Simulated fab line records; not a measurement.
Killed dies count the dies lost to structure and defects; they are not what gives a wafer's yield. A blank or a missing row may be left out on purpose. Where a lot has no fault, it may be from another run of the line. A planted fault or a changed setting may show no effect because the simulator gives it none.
Chamber matching -- flow nand_harc -- NHARC_A_WL_FILL_ALD_10 on ald_hk-03: 4 sister chambers
The step deposits SiO2, target thk 50 nm, pulse time 10 s, ald cycles 500. 4 wafers are shown with their chamber, then 10 later ones without.

## EACH WAFER AND ITS CHAMBER
wafer,chamber,heater_power_w (W)
L084.3,2,453
L084.2,0,476
L084.6,1,485
L088.5,3,487

## WAFERS WITH NO CHAMBER GIVEN
wafer,heater_power_w (W)
L088.6,487
L093.2,500
L093.3,451
L093.4,460
L094.3,459
L094.5,465
L094.6,487
L095.1,443
L095.3,486
L095.4,489

## THE CHAMBER EACH PASSED THROUGH
wafer,from the rows above,in truth
L088.6,can't be placed: 3 or 1 or 0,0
L093.2,can't be placed: 3 or 1 or 0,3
L093.3,2,2
L093.4,can't be placed: 2 or 0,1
L094.3,can't be placed: 2 or 0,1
L094.5,can't be placed: 0 or 2 or 1 or 3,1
L094.6,can't be placed: 3 or 1 or 0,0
L095.1,2,2
L095.3,can't be placed: 1 or 3 or 0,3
L095.4,can't be placed: 3 or 1 or 0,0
Correct placement for 2 of the 10. From these rows, 8 cannot be placed; in 6 the true chamber is one of the candidates. 0 placed wrongly.
How it was worked out, from the rows above alone: a wafer's distance from a chamber is the root of the sum, over the readings, of the square of ((its reading less the chamber's mean) divided by the reading's scatter). If the next closest chamber is less than 2 further off than the closest, the wafer can't be placed; otherwise it belongs to the closest. Each chamber's mean is taken over the wafers shown for it. The scatter (one wafer shown for each chamber): square how far every hidden wafer sits from the nearest shown wafer, average those squares and take the square root.
